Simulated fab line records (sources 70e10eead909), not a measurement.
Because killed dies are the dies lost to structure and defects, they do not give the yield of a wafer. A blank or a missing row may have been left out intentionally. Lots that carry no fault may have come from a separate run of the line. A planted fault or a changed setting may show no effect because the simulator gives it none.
Comparing a struck lot with a sound one / flow nand-harc / 14 out of 1302 route steps
Sound: these wafers, L566.2, L566.3, L566.5. Wafers L584.2, L584.5, L584.6 were the ones struck. The cause comes at the end.
At each step with rows: each side's tool, then ch and its chambers, then its first start. Under that, the readings that differ: sound wafers / struck wafers / difference of the means / sigmas: that difference in standard deviations of wafers without a fault.
alike: same words and numbers on both sides, and readings whose means sit less than 2 such deviations apart. not compared: any withheld reading, any reading some wafer has no value for, any bound like >300 that may hide the same value, and any number with overlapping values for which the record gives no deviation.
A row with sigmas, a row that says differs or no value, or rows on one side alone: a step with any of these is where the two part. Numbers that don't overlap but have no deviation are shown without sigmas and don't part them. A reading missing from all wafers of one side parts the sides only when that side holds two or more wafers.

NHARC_A_M1_DESCUM_14: chemistry O2, time 3 s.
  sound on rie-diel-03 ch 1,3, day 23 16:47; struck on rie-diel-04 ch 0,1,2, day 31 01:22
  alike: drypump-motor-current-A, oes-product-au, rf-vpp-V, showerhead-plenum-p-Torr, throttle-valve-pct
  not compared: rf-hours-counter-h
then, 1 step without rows for these wafers: NHARC_A_M1_ETCH_35 (etches the open film in N2/H2, target depth 40 nm, overetch 12 nm, time 43.94 s).
NHARC_A_M1_ETCH_15: etches the open film in C4F8/Ar, target depth 182.5 nm, time 91.2 s.
  sound: rie-diel-03 ch 1,3; struck: rie-diel-04 ch 0,2,3
  alike: oes-product-au, rf-vpp-V
  not compared: rf-hours-counter-h
NHARC_A_M1_CD_MEAS_16:
  sound on cd-sem-02, day 23 17:08; struck on cd-sem-03, day 31 01:40
  alike: cd-nm
then, 4 steps without rows for these wafers: NHARC_A_M1_STRIP_18 (strips in N2/H2); NHARC_A_M1_ETCH_28 (etches the open film in CF4/N2, target depth 30 nm, time 72.99 s); NHARC_A_M1_STRIP_19 (strips in post etch residue remover, time 600 s); NHARC_A_M1_DEGAS_29 (time 60 s).
NHARC_A_M1_PRE_CLEAN_30: time 30 s.
  sound on pvd-sputter-02; struck on pvd-sputter-02
  alike: heater-power-w
NHARC_A_M1_PVD_20: deposits TaN, target thk 5 nm, time 8.06 s.
  sound on pvd-sputter-02; struck on pvd-sputter-02
  alike: throttle-valve-pct
NHARC_A_M1_PVD_21: deposits Cu, target thk 30 nm, time 20.49 s.
  sound on pvd-sputter-02; struck on pvd-sputter-02
  alike: throttle-valve-pct
then, 1 step without rows for these wafers: NHARC_A_M1_ECD_22 (material Cu, target thk 400 nm).
NHARC_A_M1_ANNEAL_31: time 90 s.
  sound on rtp-anneal-01 ch 0, day 23 18:41; struck on rtp-anneal-02, day 31 03:10
  no value came back on the struck wafers for anneal-temp-c (C), anneal-temp-c-max, time-s (s), wafer_temp_C_max; on the sound wafers anneal-temp-c (C) reads 225.07 225.08 225.24
then, 1 step without rows for these wafers: NHARC_A_M1_CMP_23 (polishes, t overpolish 20 s, target thk 154.34 nm).

WHERE THEY PART
NHARC_A_M1_ANNEAL_31 only, going by this record.

WHY: the cause the simulator had injected
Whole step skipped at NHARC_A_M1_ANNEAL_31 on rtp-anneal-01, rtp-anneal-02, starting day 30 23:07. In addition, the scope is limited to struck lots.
